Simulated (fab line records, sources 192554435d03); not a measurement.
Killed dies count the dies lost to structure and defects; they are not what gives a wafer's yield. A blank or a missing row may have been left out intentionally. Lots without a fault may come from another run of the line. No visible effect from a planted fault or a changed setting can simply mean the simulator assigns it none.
Matching of chambers | flow n5-finfet | N5_BEOL_M8_ETCH_62 on rie-diel-03 has 4 sister chambers
The step etches SOC in N2/H2, target depth 110 nm, overetch 22 nm, time 165 s. 4 wafers are shown with their chamber, then 12 later ones without.

== WAFERS, EACH WITH ITS CHAMBER ==
wafer  | chamber | drypump-motor-current-A (A)
L083.3 | 1       | 6.0
L086.1 | 2       | 5.3
L086.2 | 0       | 5.9
L086.3 | 3       | 5.7

== WAFERS WHOSE CHAMBER IS MISSING ==
wafer  | drypump-motor-current-A (A)
L086.4 | 5.3
L086.5 | 5.8
L086.6 | 5.9
L092.2 | 6.0
L092.4 | 5.7
L092.6 | 5.9
L093.2 | 5.4
L093.5 | 5.9
L093.6 | 5.8
L095.1 | 5.3
L095.3 | 5.8
L095.4 | 5.8

== EACH ONE'S CHAMBER ==
wafer  | from the rows above          | in truth
L086.4 | 2                            | 2
L086.5 | can't be placed: 3 or 0 or 1 | 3
L086.6 | can't be placed: 0 or 1      | 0
L092.2 | can't be placed: 1 or 0      | 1
L092.4 | 3                            | 3
L092.6 | can't be placed: 0 or 1      | 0
L093.2 | 2                            | 2
L093.5 | can't be placed: 0 or 1      | 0
L093.6 | can't be placed: 3 or 0 or 1 | 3
L095.1 | 2                            | 2
L095.3 | can't be placed: 3 or 0 or 1 | 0
L095.4 | can't be placed: 3 or 0 or 1 | 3
Placed correctly: 4 of 12. These rows do not allow placing 8 (true chamber among the candidates in 8). Wrongly placed: 0.
How it was worked out, from the rows above alone: a wafer's distance from a chamber is the root of the sum, over the readings, of the square of ((its reading less the chamber's mean) divided by the reading's scatter). If the next closest chamber is less than 2 further off than the closest, the wafer can't be placed; otherwise it belongs to the closest. The mean given for a chamber averages the wafers shown for that chamber. The scatter: root of mean squared gap, hidden wafer to nearest shown wafer, with one shown wafer a chamber.
